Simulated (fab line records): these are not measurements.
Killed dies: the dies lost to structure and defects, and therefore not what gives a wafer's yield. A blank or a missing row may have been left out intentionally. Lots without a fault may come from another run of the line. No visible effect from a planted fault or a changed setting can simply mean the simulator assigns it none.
One fault seen from 2 desks | flow nand harc | numbers are kept per desk, each desk with only its own; the story behind them comes last

== AT THE TOOL OWNER'S DESK: rie diel-07 ==
The tool's own readings at NHARC_A_BLC_ETCH_17 (etches the open film in N2/H2, target depth 390 nm, time 609.38 s): means of the sampled wafers that have a number, for each lot that ran on this tool. Marked OUT: a lot whose mean sits more than 4 standard deviations from the usual mean, which makes it out of limits; the brackets give that distance.
Columns: A = drypump motor current A at NHARC_A_BLC_ETCH_17, usual 5.8 A; B = oes product au at NHARC_A_BLC_ETCH_17, usual 1.000 a.u.; C = rf vpp V at NHARC_A_BLC_ETCH_17, usual 432.2 V; D = run length s at NHARC_A_BLC_ETCH_17, usual 630.6 s; E = showerhead plenum p Torr at NHARC_A_BLC_ETCH_17, usual 2.10 Torr; F = throttle valve pct at NHARC_A_BLC_ETCH_17, usual 14.172 %
lot  | first seen here | A   | B     | C     | D                | E    | F
L867 | day 23 14:38    | 6.0 | 0.996 | 432.2 | 630.3            | 2.11 | 14.170
L869 | day 24 01:09    | 6.0 | 0.996 | 431.8 | 630.5            | 2.11 | 14.181
L871 | day 25 03:14    | 6.0 | 0.993 | 431.7 | 635.7 (+9.2) OUT | 2.11 | 14.161
L870 | day 25 17:19    | 5.6 | 0.999 | 434.1 | 645.9 (+28) OUT  | 2.17 | 14.183
L873 | day 26 02:29    | 5.5 | 1.014 | 432.8 | 638.4 (+14) OUT  | 2.13 | 14.177
L883 | day 30 01:55    | 5.6 | 1.000 | 433.5 | 630.6            | 2.15 | 14.179
L884 | day 30 19:08    | 5.7 | 1.000 | 433.0 | 630.4            | 2.13 | 14.180
L887 | day 32 15:34    | 5.6 | 1.008 | 433.6 | 630.6            | 2.14 | 14.181
This desk's verdict: out of limits on L870, L871, L873, starting with L871 at day 25 03:14 (run length s at NHARC_A_BLC_ETCH_17). L867, L869, L883, L884, L887: within limits.

== METROLOGY DESK ==
What the gauges read for every lot (on any tool): the sampled wafers with a number, averaged. Marked OUT: a lot whose mean sits more than 4 standard deviations from the usual mean, which makes it out of limits; the brackets give that distance.
Columns: A = cd nm at NHARC_A_CONTACT_CD_MEAS_15, usual 189.9 nm
lot  | first seen here | A
L868 | day 23 09:11    | 190.4
L867 | day 23 10:29    | 190.0
L869 | day 23 21:20    | 189.4
L871 | day 24 23:52    | 189.4
L870 | day 25 13:52    | 189.9
L873 | day 25 22:53    | 189.8
L878 | day 27 04:58    | 189.8
L879 | day 27 23:14    | 190.0
L881 | day 29 01:25    | 189.5
L880 | day 29 03:02    | 190.3
L883 | day 29 22:34    | 189.9
L884 | day 30 15:11    | 189.9
L887 | day 32 12:11    | 190.6
Finding of this desk: none of the 13 lots has anything out of limits.

== BROUGHT TOGETHER ==
On L870, L871, L873, at day 25 03:14, an alarm was possible from the tool owner's desk.
At the metrology desk, nothing out of limits was observed.
The metrology desk has L870, L871, L873 on record, within its limits.
All the named lots went through NHARC_A_BLC_ETCH_17 on rie diel-07.

== WHAT WAS PUT IN BY THE SIMULATOR ==
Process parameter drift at NHARC_A_BLC_ETCH_17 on rie diel-07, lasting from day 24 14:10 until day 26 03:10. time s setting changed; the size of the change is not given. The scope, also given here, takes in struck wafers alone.
Lots struck among those shown: L870, L871, L873.
Hours from the fault's start to each desk's first reading out of limits: the tool owner's desk, 13.
